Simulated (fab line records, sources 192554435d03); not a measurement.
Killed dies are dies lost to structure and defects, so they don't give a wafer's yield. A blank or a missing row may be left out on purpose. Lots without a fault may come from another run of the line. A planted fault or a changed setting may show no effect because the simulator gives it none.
Split-lot experiment | flow n5_finfet | 7 lots, 21 wafers read, on a route of 1938 steps

THE SPLIT
At N5_BEOL_M1_PECVD_72 (deposits SiO2 from TEOS/O2, target thk 16 nm, time 18 s), the setting time_s was moved away from the recipe's 18 s on 11 of the 21 wafers read, by -14.8% to +10.0%. The other wafers ran this setting at the recipe's value.

The reading is taken at the split's own step.

THE READING
SiO2_of_BEOL_M1_PECVD_72.thk_nm (the simulator's own value, which no gauge read), in nm, at N5_BEOL_M1_PECVD_72 (deposits SiO2 from TEOS/O2, target thk 16 nm, time 18 s). The file gives no usual value for it. The 10 wafers here that ran the recipe average 16.0 nm, standard deviation 0.3 nm.

wafer  | tool, chamber at the split | time_s as run, s | against the recipe | SiO2_of_BEOL_M1_PECVD_72.thk_nm, nm | against lot-mates on the recipe
L074.1 | pecvd-01, 2                | 18               | recipe             | 16                                  | -
L074.5 | pecvd-01, 1                | 18               | recipe             | 16.4                                | -
L074.6 | pecvd-01, 2                | 15.76            | -12.4%             | 14.4                                | -1.8
L083.3 | pecvd-02, 1                | 18               | recipe             | 15.6                                | -
L083.4 | pecvd-02, 0                | 18               | recipe             | 16.2                                | -
L083.5 | pecvd-02, 2                | 18               | recipe             | 16                                  | -
L090.2 | pecvd-01, 0                | 17.05            | -5.3%              | 15                                  | no lot-mate on the recipe
L090.3 | pecvd-01, 2                | 17.05            | -5.3%              | 14.8                                | no lot-mate on the recipe
L090.6 | pecvd-01, 1                | 17.05            | -5.3%              | 15.2                                | no lot-mate on the recipe
L094.1 | pecvd-04, 2                | 18               | recipe             | 15.8                                | -
L094.3 | pecvd-04, 0                | 15.33            | -14.8%             | 13.8                                | -2.0
L094.4 | pecvd-04, 2                | 15.33            | -14.8%             | 13.6                                | -2.2
L096.1 | pecvd-02, 2                | 18               | recipe             | 15.4                                | -
L096.2 | pecvd-02, 0                | 18               | recipe             | 16.2                                | -
L096.6 | pecvd-02, 0                | 18               | recipe             | 16.2                                | -
L095.1 | pecvd-02, 1                | 18.75            | +4.2%              | 16.4                                | no lot-mate on the recipe
L095.3 | pecvd-02, 0                | 18.75            | +4.2%              | 16.8                                | no lot-mate on the recipe
L095.5 | pecvd-02, 2                | 18.75            | +4.2%              | 17                                  | no lot-mate on the recipe
L097.1 | pecvd-01, 0                | 19.8             | +10.0%             | 17.6                                | +1.4
L097.3 | pecvd-01, 1                | 19.8             | +10.0%             | 17.4                                | +1.2
L097.5 | pecvd-01, 2                | 18               | recipe             | 16.2                                | -

THE FIT
A straight line over all 21 wafers: SiO2_of_BEOL_M1_PECVD_72.thk_nm changes by +0.154 nm for each +1% of time_s; r = +0.97; the points scatter about the line by 0.27 nm.
The same after taking each lot's own level away (the mean of its wafers on the recipe; 15 wafers): +0.139 nm for each +1%; r = +0.98; scatter 0.24 nm.
On that fit, the largest move of time_s shifts the reading by 2.1 nm.
The lots' own levels span 15.80 to 16.20 nm, that is 1.3 times the standard deviation above.
So the lot-to-lot level changes the slope: the two fits differ.
Check: with one of the wafers moved furthest among these (-14.8%) left out of the fit, the line predicts -2.11 nm for it against its lot-mates. It came out at -2 nm against them.

OTHER SPLITS ON THESE WAFERS
These wafers also went through other splits before the reading. Each is held against what the fit with the lots' levels taken away leaves over:
other split on the same wafers              | wafers away from the commonest value | r with SiO2_of_BEOL_M1_PECVD_72.thk_nm (lot level and that fit taken away)
N5_BEOL_M0_SAQP_SPACER2_ALD_26 target_thk_a | 7                                    | -0.24

THE FILE'S OWN FIT
SiO2_of_BEOL_M1_PECVD_72.thk_nm changes by +0.14 nm for each +1% of time_s, r = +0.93.
